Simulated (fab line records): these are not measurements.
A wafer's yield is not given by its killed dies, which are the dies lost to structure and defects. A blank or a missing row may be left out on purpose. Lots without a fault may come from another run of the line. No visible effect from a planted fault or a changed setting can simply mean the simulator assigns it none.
Matching of chambers    flow nand harc    4 sister chambers for NHARC_P_M2_STRIP_18 on rie diel-03
The step strips in N2/H2. 45 wafers are shown with their chamber, then 12 later ones without.

== EACH WAFER AND ITS CHAMBER ==
wafer   chamber  drypump motor current A (A)  rf vpp V (V)  oes product au (a.u.)
L074.1  3        5.8                          88.6          0.986
L074.2  1        6.0                          90.3          0.999
L074.5  0        4.8                          90.1          0.999
L075.1  3        5.7                          91.4          0.991
L075.2  1        6.0                          91.6          0.989
L075.4  0        4.7                          89.1          1.007
L076.1  1        6.0                          91.3          0.995
L076.5  0        4.8                          89.2          1.006
L076.6  1        6.0                          90.3          0.999
L079.1  3        5.8                          91.5          1.000
L079.4  0        4.8                          90.2          1.008
L079.6  1        6.0                          90.8          0.999
L078.3  1        6.0                          91.0          0.992
L078.4  0        4.7                          90.3          1.015
L078.5  3        5.7                          89.5          0.983
L081.2  1        6.0                          90.6          0.997
L081.3  3        5.8                          91.4          0.992
L081.4  0        4.7                          90.1          1.008
L080.1  2        6.2                          91.7          1.020
L080.5  2        6.3                          92.7          1.002
L080.6  3        5.7                          89.4          0.993
L083.2  3        5.8                          90.7          0.985
L083.3  1        6.0                          91.9          0.997
L083.5  1        6.0                          91.6          0.998
L084.1  1        6.0                          90.9          0.995
L084.4  2        6.3                          92.6          1.002
L084.6  1        6.0                          92.3          0.995
L086.1  2        6.3                          93.2          1.004
L086.5  2        6.2                          92.6          1.003
L086.6  3        5.8                          89.8          0.990
L085.2  0        4.7                          89.9          1.007
L085.3  2        6.2                          91.9          1.006
L085.6  2        6.3                          91.7          1.008
L087.1  1        6.0                          91.2          0.994
L087.3  0        4.7                          90.2          1.011
L087.5  2        6.3                          91.7          1.006
L088.3  0        4.7                          89.7          1.007
L088.5  1        6.0                          92.7          0.996
L088.6  2        6.2                          91.8          1.015
L091.1  2        6.3                          92.0          0.994
L091.3  0        4.7                          89.5          1.016
L091.4  2        6.3                          91.9          0.999
L093.4  0        4.7                          90.1          1.010
L093.5  3        5.7                          88.8          1.002
L093.6  2        6.3                          92.4          0.993

SIGNATURES (means of the wafers above)
reading                  chamber 0  chamber 1  chamber 2  chamber 3  scatter within a chamber
drypump motor current A  4.727      6.000      6.267      5.756      0.0415
rf vpp V                 89.855     91.269     92.183     90.122     0.725
oes product au           1.00855    0.99577    1.00433    0.99133    0.00563
Rule: a wafer lies at a distance from a chamber equal to the root of the sum of squares, over the readings, of (its reading less the chamber's mean, divided by the reading's scatter). If the next closest chamber is less than 2 further off than the closest, the wafer can't be placed; otherwise it belongs to the closest. The scatter: the root of (the sum of the squares of (reading less its chamber's mean) over the shown wafers, divided by (wafers less chambers)).

== WAFERS WHOSE CHAMBER IS MISSING ==
wafer   drypump motor current A (A)  rf vpp V (V)  oes product au (a.u.)
L092.2  6.2                          91.2          1.000
L092.4  4.7                          89.5          1.014
L092.5  5.8                          88.7          1.014
L095.1  4.7                          90.2          1.006
L095.2  5.8                          89.8          1.018
L095.4  4.7                          90.7          1.006
L096.3  6.0                          92.0          1.004
L096.5  4.8                          89.4          1.011
L096.6  5.7                          89.8          1.018
L097.1  6.2                          92.7          0.995
L097.5  5.8                          90.0          1.009
L097.6  6.2                          92.8          1.002

== CHAMBER TAKEN BY EACH ==
wafer   from the rows above      in truth
L092.2  2                        2
L092.4  0                        0
L092.5  3                        3
L095.1  0                        0
L095.2  can't be placed: 3 or 1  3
L095.4  0                        0
L096.3  1                        1
L096.5  0                        0
L096.6  3                        3
L097.1  2                        2
L097.5  3                        3
L097.6  2                        2
Correctly placed: 11 of 12. Cannot be placed on the basis of these rows: 1; the candidates contain the true chamber in 1. Number placed wrongly: 0.
